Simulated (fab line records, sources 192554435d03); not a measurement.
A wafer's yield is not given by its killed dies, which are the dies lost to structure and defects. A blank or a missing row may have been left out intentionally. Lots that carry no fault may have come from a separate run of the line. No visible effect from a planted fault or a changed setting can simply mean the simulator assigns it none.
Split-lot experiment	flow n5Finfet	7 lots, 21 wafers read, on a route of 1938 steps

ON THE SPLIT
At N5_BEOL_M3_TRENCH_ETCH_37 (etches SiOC in C4F6/O2, target depth 55.555 nm, time 29.2 s), the setting biasW was moved away from the recipe's 185 W on 7 of the 21 wafers read, by -15.9% to +11.2%. The other wafers ran this setting at the recipe's value.

Reading taken at the split's own step.

THE READING
rfVppV, in V, at N5_BEOL_M3_TRENCH_ETCH_37 (etches SiOC in C4F6/O2, target depth 55.555 nm, time 29.2 s). A value of 661 V with a standard deviation of 14 V is what fault-free wafers of this fab line usually give.

wafer	tool, chamber at the split	biasW as run, W	against the recipe	rfVppV, V	against lot-mates on the recipe
L074.4	rieDiel-06, 3	185	recipe	676	-
L074.5	rieDiel-06, 3	185	recipe	678	-
L074.6	rieDiel-06, 2	185	recipe	634	-
L080.1	rieDiel-02, 2	204.3	+10.4%	707	+55
L080.3	rieDiel-02, 0	185	recipe	652	-
L080.4	rieDiel-02, 1	204.3	+10.4%	724	+72
L082.1	rieDiel-02, 1	155.5	-15.9%	585	-85
L082.4	rieDiel-02, 2	155.5	-15.9%	569	-101
L082.5	rieDiel-02, 1	185	recipe	670	-
L088.1	rieDiel-06, 0	162.9	-11.9%	585	-63
L088.3	rieDiel-06, 2	185	recipe	635	-
L088.5	rieDiel-06, 1	185	recipe	661	-
L090.2	rieDiel-03, 3	185	recipe	656	-
L090.5	rieDiel-03, 3	185	recipe	655	-
L090.6	rieDiel-03, 2	185	recipe	666	-
L095.2	rieDiel-03, 1	205.7	+11.2%	713	+59
L095.3	rieDiel-03, 0	205.7	+11.2%	737	+83
L095.5	rieDiel-03, 3	185	recipe	654	-
L096.2	rieDiel-03, 2	185	recipe	666	-
L096.5	rieDiel-03, 0	185	recipe	677	-
L096.6	rieDiel-03, 1	185	recipe	658	-

THE FIT
A straight line over all 21 wafers: rfVppV changes by +5.5 V for each +1% of biasW; r = +0.96; the points scatter about the line by 13 V.
The same after taking each lot's own level away (the mean of its wafers on the recipe; 21 wafers): +5.93 V for each +1%; r = +0.97; scatter 11 V.
On that fit, the largest move of biasW shifts the reading by 94 V.
The lots' own levels span 648.0 to 670.0 V, that is 1.6 times the standard deviation above.
The two slopes agree, so the slope changes little with the lot-to-lot level.
Check: -96.5 V against its lot-mates is what the line predicts for one of the wafers moved furthest among these (-15.9%) when that wafer is left out of the fit. It came out at -85 V against them.
Tool readings at the split's step, against how far the setting was moved: rfVppV r = +0.96.

OTHER SPLITS APPLIED TO THESE WAFERS
Note: prior to the reading, these wafers also went through further splits. Each is held against what the fit with the lots' levels taken away leaves over:
other split on the same wafers	wafers away from the commonest value	r with rfVppV (lot level and that fit taken away)
N5_MOL_CONTACT_COAG_COAT_02 spinRpm	10	-0.05
N5_MOL_CONTACT_COAG_ETCH_105 biasW	9	-0.11
N5_BEOL_M0_ETCH_128 sourceW	5	-0.03
N5_BEOL_M3_ILD_DEP_00 timeS	6	+0.32

THE FILE'S OWN FIT
rfVppV changes by +5.85 V for each +1% of biasW, r = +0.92.
